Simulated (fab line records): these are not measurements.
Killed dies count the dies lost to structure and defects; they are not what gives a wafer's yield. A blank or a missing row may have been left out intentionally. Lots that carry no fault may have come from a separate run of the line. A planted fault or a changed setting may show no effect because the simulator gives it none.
Matching of chambers    flow n5 finfet    N5_GATE_CUT_ETCH_28 on rie diel-04 has 4 sister chambers
The step etches underlayer in N2/H2, target depth 13 nm, time 10.4 s. 16 wafers are shown with their chamber, then 8 later ones without.

## WAFERS PAIRED WITH THEIR CHAMBERS
wafer   chamber  showerhead plenum p Torr (Torr)  drypump motor current A (A)  throttle valve pct (%)
L076.1  2        2.52                             6.2                          18.01
L076.3  1        2.60                             5.4                          18.00
L076.4  3        2.42                             6.7                          17.58
L077.1  3        2.42                             6.7                          17.57
L077.3  0        2.66                             5.4                          18.03
L077.6  3        2.42                             6.8                          17.58
L081.1  3        2.42                             6.8                          17.60
L081.2  0        2.66                             5.4                          18.05
L081.5  3        2.42                             6.8                          17.60
L082.1  1        2.60                             5.4                          18.03
L082.5  0        2.66                             5.4                          18.05
L082.6  3        2.42                             6.8                          17.61
L085.2  3        2.41                             6.8                          17.61
L085.4  0        2.65                             5.4                          18.05
L085.6  2        2.51                             6.1                          18.03
L086.1  0        2.65                             5.4                          18.07

SIGNATURES (averages over the wafers above)
reading                   chamber 0  chamber 1  chamber 2  chamber 3  scatter within a chamber
showerhead plenum p Torr  2.6560     2.6000     2.5150     2.4186     0.00462
drypump motor current A   5.400      5.400      6.150      6.771      0.0401
throttle valve pct        18.0500    18.0150    18.0200    17.5929    0.0158
Rule: for a wafer and a chamber, the distance is found by dividing, reading by reading, the gap between the wafer's reading and the chamber's mean by the reading's scatter, squaring, summing and taking the root. If the next closest chamber is less than 2 further off than the closest, the wafer can't be placed; otherwise it belongs to the closest. The scatter is the square root of a quotient: the sum, over the shown wafers, of each reading's squared deviation from its chamber's mean, divided by wafers minus chambers.

## WAFERS WITHOUT THEIR CHAMBER
wafer   showerhead plenum p Torr (Torr)  drypump motor current A (A)  throttle valve pct (%)
L086.2  2.41                             6.8                          17.63
L086.3  2.51                             6.1                          18.03
L088.1  2.41                             6.7                          17.62
L088.4  2.51                             6.1                          18.04
L088.6  2.41                             6.8                          17.63
L094.1  2.41                             6.8                          17.63
L094.3  2.65                             5.4                          18.08
L094.4  2.59                             5.4                          17.64

## WHICH CHAMBER EACH WENT THROUGH
wafer   from the rows above  in truth
L086.2  3                    3
L086.3  2                    2
L088.1  3                    3
L088.4  2                    2
L088.6  3                    3
L094.1  3                    3
L094.3  0                    0
L094.4  1                    1
Correctly placed: 8 of 8. From these rows, 0 cannot be placed. Placed wrongly: 0.
